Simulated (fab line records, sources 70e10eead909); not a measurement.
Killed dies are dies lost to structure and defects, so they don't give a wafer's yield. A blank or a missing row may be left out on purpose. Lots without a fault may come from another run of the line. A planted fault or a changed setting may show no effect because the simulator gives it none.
A struck lot beside a sound one | flow nand_harc | 39 steps out of a route of 1302
Sound: wafers L691.1, L691.2, L691.4. Struck: wafer L698.4. (L698.1, L698.2 of the same lot were not struck and are left out.) The cause comes at the end.
At each step with rows: each side's tool, then ch and its chambers, then its first start. Under that, the readings that differ: sound wafers | struck wafers | difference of the means | sigmas: that difference in standard deviations of wafers without a fault.
alike: readings whose means differ by less than 2 such deviations, and words and numbers that are the same on both sides. not compared: withheld readings, readings that some wafer has no value for, bounds like >300 that may hide the same value, and numbers for which the record gives no deviation and whose values overlap.
The two part at a step that has a row with sigmas, a row that says differs or no value, or rows on one side only. Numbers that don't overlap but have no deviation are shown without sigmas and don't part them. A reading that every wafer of one side lacks parts them only if that side has two wafers or more.

NHARC_A_CHANNEL_HOLE_D2_CD_MEAS_31:
  sound on cd_sem-03, day 17 09:20; struck on cd_sem-02, day 19 18:47
  alike: cd_nm
NHARC_A_CHANNEL_HOLE_D2_XSEM_32:
  sound on xsem-02 ch 0, day 17 09:25; struck on xsem-01 ch 0, day 19 18:53
  alike: bot_cd_nm, bow_nm, tilt_deg
NHARC_A_CHANNEL_HOLE_D2_INSPECT_40:
  sound on defect_inspect-02, day 17 09:31; struck on defect_inspect-02, day 19 18:58
  alike: raw_defect_count
then, 3 steps without rows for these wafers: NHARC_A_CHANNEL_FILL_D2_PRECLEAN_00 (cleans in SC1); NHARC_A_CHANNEL_FILL_D2_SRD_01; NHARC_A_CHANNEL_FILL_D2_ALD_02 (deposits SiO2, target thk 6 nm, pulse time 10 s, ald cycles 60).
NHARC_A_CHANNEL_FILL_D2_ALD_03: deposits SiNx, target thk 6 nm, pulse time 60 s, ald cycles 58.
  sound on ald_sin_batch-01 ch 0; struck on ald_sin_batch-03 ch 0
  alike: precursor_pulse_height_rel
then, 2 steps without rows for these wafers: NHARC_A_CHANNEL_FILL_D2_ALD_14 (deposits SiO2, target thk 2.5 nm, pulse time 10 s, ald cycles 25); NHARC_A_CHANNEL_FILL_D2_ALD_15 (deposits SiNx, target thk 2 nm, pulse time 60 s, ald cycles 19).
NHARC_A_CHANNEL_FILL_D2_ALD_16: deposits SiO2, target thk 1.5 nm, pulse time 10 s, ald cycles 15.
  sound on ald_hk-03 ch 0,1,3, day 17 22:14; struck on ald_hk-02 ch 0, day 20 05:22
  alike: heater_power_w, precursor_pulse_height_rel
then, 2 steps without rows for these wafers: NHARC_A_CHANNEL_FILL_D2_ANNEAL_17 (time 1800 s); NHARC_A_CHANNEL_FILL_D2_CVD_18 (deposits poly-Si, target thk 3 nm).
NHARC_A_CHANNEL_FILL_D2_ETCHBACK_19: etches the open film in HBr/Cl2, target depth 5 nm, time 1.7 s.
  sound on rie_si-01 ch 0,1,3, day 18 10:07; struck on rie_si-01 ch 0, day 20 17:33
  reading                | sound          | struck | difference | sigmas
  rf_hours_counter_h (h) | 0.19 0.26 0.23 | 0.52   | +0.29      |
  alike: chamber_pressure_mTorr, drypump_motor_current_A, oes_product_au, throttle_valve_pct
then, 6 steps without rows for these wafers: NHARC_A_CHANNEL_FILL_D2_ETCHBACK_20 (etches the open film in C4F8/O2/Ar, target depth 27 nm, time 13.5 s); NHARC_A_CHANNEL_FILL_D2_STRIP_28 (strips in O2, time 20 s); NHARC_A_CHANNEL_FILL_D2_PRECLEAN_21 (cleans in dHF, time 30 s); NHARC_A_CHANNEL_FILL_D2_SRD_23; NHARC_A_CHANNEL_FILL_D2_CVD_05 (deposits poly-Si, target thk 5 nm); NHARC_A_CHANNEL_FILL_D2_ANNEAL_22 (time 7200 s).
NHARC_A_CHANNEL_FILL_D2_ALD_25: deposits SiOx, target thk 60 nm, pulse time 10 s, ald cycles 600.
  sound on ald_hk-02 ch 1,2,3, day 18 22:17; struck on ald_hk-02 ch 2, day 21 08:13
  alike: heater_power_w, precursor_pulse_height_rel
then, 1 step without rows for these wafers: NHARC_A_CHANNEL_FILL_D2_ETCHBACK_08 (etches the open film in C4F8, target depth 220 nm, time 110 s).
NHARC_A_CHANNEL_FILL_D2_STRIP_29: strips in O2, time 20 s.
  sound on rie_diel-09 ch 0,1,2; struck on rie_diel-10 ch 0
  reading                | sound          | struck | difference | sigmas
  rf_hours_counter_h (h) | 4 4 3          | 18     | +14        |
  rf_vpp_V (V)           | 59.4 56.4 58.0 | 59.7   | +1.8       | +2
  alike: chamber_pressure_mTorr, drypump_motor_current_A, o2_flow_sccm, oes_product_au, showerhead_plenum_p_Torr, throttle_valve_pct
then, 6 steps without rows for these wafers: NHARC_A_CHANNEL_FILL_D2_PRECLEAN_30 (cleans in dHF, time 30 s); NHARC_A_CHANNEL_FILL_D2_SRD_31; NHARC_A_CHANNEL_FILL_D2_CVD_09 (deposits poly-Si, target thk 150 nm, time 3000 s); NHARC_A_CHANNEL_FILL_D2_CMP_10 (polishes, target thk 150 nm); NHARC_A_CHANNEL_FILL_D2_SRD_12; NHARC_A_CHANNEL_FILL_D2_RTA_24 (time 5 s).
NHARC_A_CHANNEL_FILL_D2_INSPECT_13:
  sound on defect_inspect-01, day 19 10:08; struck on defect_inspect-01, day 21 18:56
  alike: raw_defect_count
then, 9 steps without rows for these wafers: NHARC_A_STAIRCASE_DEP_156 (deposits SiNx, target thk 50 nm); NHARC_A_STAIRCASE_DEHYDRATE_158 (time 120 s); NHARC_A_STAIRCASE_HMDS_159 (time 30 s); NHARC_A_STAIRCASE_COAT_160; NHARC_A_STAIRCASE_SOFTBAKE_161 (time 170 s); NHARC_A_STAIRCASE_EBR_162; NHARC_A_STAIRCASE_EXPOSE_163 (exposes mask STAIR OPEN); NHARC_A_STAIRCASE_PEB_164 (peb time 130 s); NHARC_A_STAIRCASE_DEVELOP_165 (time 140 s).
-- the record jumps here: 9 days lie between the struck wafers' starts before and after (it left off in module A_STAIRCASE and takes up again in module END, whose first step shown is number 1302 of the route) --
NHARC_END_SORT_01:
  the record has rows for the struck wafers here (prober-02 ch 0, day 30 13:34) and none for the sound ones

WHERE THEY PART
First at NHARC_A_CHANNEL_FILL_D2_STRIP_29; last, within this record, at NHARC_END_SORT_01.

WHY: what the simulator had put in
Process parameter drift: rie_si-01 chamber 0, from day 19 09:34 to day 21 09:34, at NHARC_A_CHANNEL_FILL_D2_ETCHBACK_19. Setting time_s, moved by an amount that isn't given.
